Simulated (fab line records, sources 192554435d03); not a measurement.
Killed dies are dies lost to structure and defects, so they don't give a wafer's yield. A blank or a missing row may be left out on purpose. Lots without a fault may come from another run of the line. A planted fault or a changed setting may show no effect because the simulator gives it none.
Chamber matching | flow n5_finfet | N5_BEOL_M6_CMP_52 on cmp-01: 4 sister chambers
The step polishes, stops on SiCOH lowk, t overpolish 6.9 s, target thk 80 nm. 8 wafers are shown with their chamber, then 12 later ones without.

WAFERS WITH THEIR CHAMBER
wafer  | chamber | motor_current_A (A) | overpolish_run_s (s)
L082.1 | 1       | 6.3                 | 6.908
L083.4 | 1       | 6.3                 | 6.901
L083.6 | 0       | 4.9                 | 6.886
L085.5 | 2       | 6.2                 | 6.898
L085.6 | 3       | 5.3                 | 6.905
L088.1 | 2       | 6.4                 | 6.918
L088.2 | 3       | 5.5                 | 6.898
L088.4 | 0       | 4.7                 | 6.907

WAFERS WITHOUT THEIR CHAMBER
wafer  | motor_current_A (A) | overpolish_run_s (s)
L092.2 | 5.9                 | 6.910
L092.3 | 4.9                 | 6.902
L092.4 | 6.3                 | 6.911
L091.2 | 5.2                 | 6.890
L091.3 | 6.4                 | 6.900
L091.5 | 5.3                 | 6.895
L095.3 | 6.2                 | 6.899
L095.4 | 5.4                 | 6.891
L095.5 | 5.1                 | 6.887
L096.3 | 4.8                 | 6.904
L096.5 | 6.2                 | 6.913
L096.6 | 6.1                 | 6.898

WHICH CHAMBER EACH WENT THROUGH
wafer  | from the rows above          | in truth
L092.2 | can't be placed: 2 or 1 or 3 | 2
L092.3 | 0                            | 0
L092.4 | can't be placed: 2 or 1      | 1
L091.2 | can't be placed: 3 or 0      | 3
L091.3 | can't be placed: 1 or 2      | 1
L091.5 | 3                            | 3
L095.3 | can't be placed: 1 or 2      | 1
L095.4 | 3                            | 3
L095.5 | can't be placed: 0 or 3      | 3
L096.3 | 0                            | 0
L096.5 | can't be placed: 2 or 1      | 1
L096.6 | can't be placed: 1 or 2      | 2
Placed correctly: 4 of 12. Can't be placed from these rows: 8 (the true chamber is among the candidates in 8). Placed wrongly: 0.
How it was worked out, from the rows above alone: a wafer's distance from a chamber is the root of the sum, over the readings, of the square of ((its reading less the chamber's mean) divided by the reading's scatter). The wafer belongs to the nearest chamber; if the next one is less than 2 further off, it can't be placed. A chamber's mean is the mean of its shown wafers. The scatter: the root of (the sum of the squares of (reading less its chamber's mean) over the shown wafers, divided by (wafers less chambers)).
